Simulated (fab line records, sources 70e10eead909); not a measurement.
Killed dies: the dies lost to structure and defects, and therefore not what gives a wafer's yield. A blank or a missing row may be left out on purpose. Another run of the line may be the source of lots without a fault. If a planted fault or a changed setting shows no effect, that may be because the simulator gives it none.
A struck lot beside a sound one | flow nandHarc | 15 out of 1302 route steps
Sound: these wafers, L106.3, L106.4, L106.5. Struck: wafer L117.4. (L117.1, L117.3 of the same lot were not struck and are left out.) The cause comes at the end.
At each step with rows: each side's tool, then ch and its chambers, then its first start. Under that, the readings that differ: sound wafers | struck wafers | difference of the means | sigmas: that difference in standard deviations of wafers without a fault.
alike: readings with means less than 2 such deviations apart, plus words and numbers identical on both sides. not compared: withheld readings, readings lacking a value on some wafer, bounds such as >300 that could conceal the same value, and numbers that have no deviation in the record and whose values overlap.
Wherever a step has rows on one side only, a row that says differs or no value, or a row with sigmas, the two part there. Non-overlapping numbers with no deviation appear without sigmas and do not part them. A reading missing from all wafers of one side parts the sides only when that side holds two or more wafers.

NHARC_A_CHANNEL_HOLE_D1_XSEM_31:
  sound on xsem-01 ch 0, day 10 21:16; struck on xsem-01 ch 0, day 15 09:23
reading           | sound          | struck | difference | sigmas
tiltDeg (degrees) | 0.16 0.16 0.16 | 0.07   | -0.09      | -3
  alike: botCdNm, bowNm
NHARC_A_CHANNEL_HOLE_D1_INSPECT_40:
  sound: defectInspect-02 at day 10 21:22; struck: defectInspect-01 at day 15 09:29
  alike: rawDefectCount
then, 4 steps without rows for these wafers: NHARC_A_CHANNEL_FILL_D1_PRECLEAN_00 (cleans in SC1); NHARC_A_CHANNEL_FILL_D1_SRD_01; NHARC_A_CHANNEL_FILL_D1_ALD_02 (deposits SiO2, target thk 6 nm, pulse time 10 s, ald cycles 60); NHARC_A_CHANNEL_FILL_D1_ALD_03 (deposits SiNx, target thk 6 nm, pulse time 60 s, ald cycles 58).
NHARC_A_CHANNEL_FILL_D1_ALD_14: deposits SiO2, target thk 2.5 nm, pulse time 10 s, ald cycles 25.
  sound on aldHk-01 ch 0,1,3, day 11 04:37; struck on aldHk-03 ch 1, day 15 16:53
  alike: heaterPowerW, precursorPulseHeightRel
NHARC_A_CHANNEL_FILL_D1_ALD_15: deposits SiNx, target thk 2 nm, pulse time 60 s, ald cycles 19.
  sound on aldSinBatch-02 ch 0; struck on aldSinBatch-03 ch 0, day 15 20:09
  alike: precursorPulseHeightRel
NHARC_A_CHANNEL_FILL_D1_ALD_16: deposits SiO2, target thk 1.5 nm, pulse time 10 s, ald cycles 15.
  sound on aldHk-01 ch 1,2,3, day 11 09:47; struck on aldHk-01 ch 2, day 15 22:14
  alike: heaterPowerW, precursorPulseHeightRel
then, 3 steps without rows for these wafers: NHARC_A_CHANNEL_FILL_D1_ANNEAL_17 (time 1800 s); NHARC_A_CHANNEL_FILL_D1_CVD_18 (deposits poly-Si, target thk 3 nm); NHARC_A_CHANNEL_FILL_D1_ETCHBACK_19 (etches the open film in HBr/Cl2, target depth 5 nm, time 1.7 s).
NHARC_A_CHANNEL_FILL_D1_ETCHBACK_20: etches the open film in C4F8/O2/Ar, target depth 27 nm, time 13.5 s.
  sound on rieDiel-01 ch 0,2,3, day 11 20:30; struck on rieDiel-03 ch 3, day 16 11:55
reading             | sound             | struck | difference | sigmas
oesProductAu (a.u.) | 1.01 1.00 1.00    | 1.09   | +0.09      | +2
rfFwdPowerW (W)     | 589.6 584.9 586.7 | 682.7  | +95.6      | +37
rfVppV (V)          | 975 979 970       | 988    | +13        | +2
  not compared: rfHoursCounterH
NHARC_A_CHANNEL_FILL_D1_STRIP_28: strips in O2, time 20 s.
  sound on rieDiel-01 ch 0,2, day 11 20:35; struck on rieDiel-03 ch 1, day 16 12:01
  alike: drypumpMotorCurrentA, oesProductAu, rfVppV, showerheadPlenumPTorr, throttleValvePct
  not compared: rfHoursCounterH
NHARC_END_SORT_01:
  the record has rows for the sound wafers here (prober-01 ch 0, day 25 21:30) and none for the struck ones

WHERE THEY PART
First at NHARC_A_CHANNEL_HOLE_D1_XSEM_31; last, within this record, at NHARC_END_SORT_01.

WHY: what the simulator had put in
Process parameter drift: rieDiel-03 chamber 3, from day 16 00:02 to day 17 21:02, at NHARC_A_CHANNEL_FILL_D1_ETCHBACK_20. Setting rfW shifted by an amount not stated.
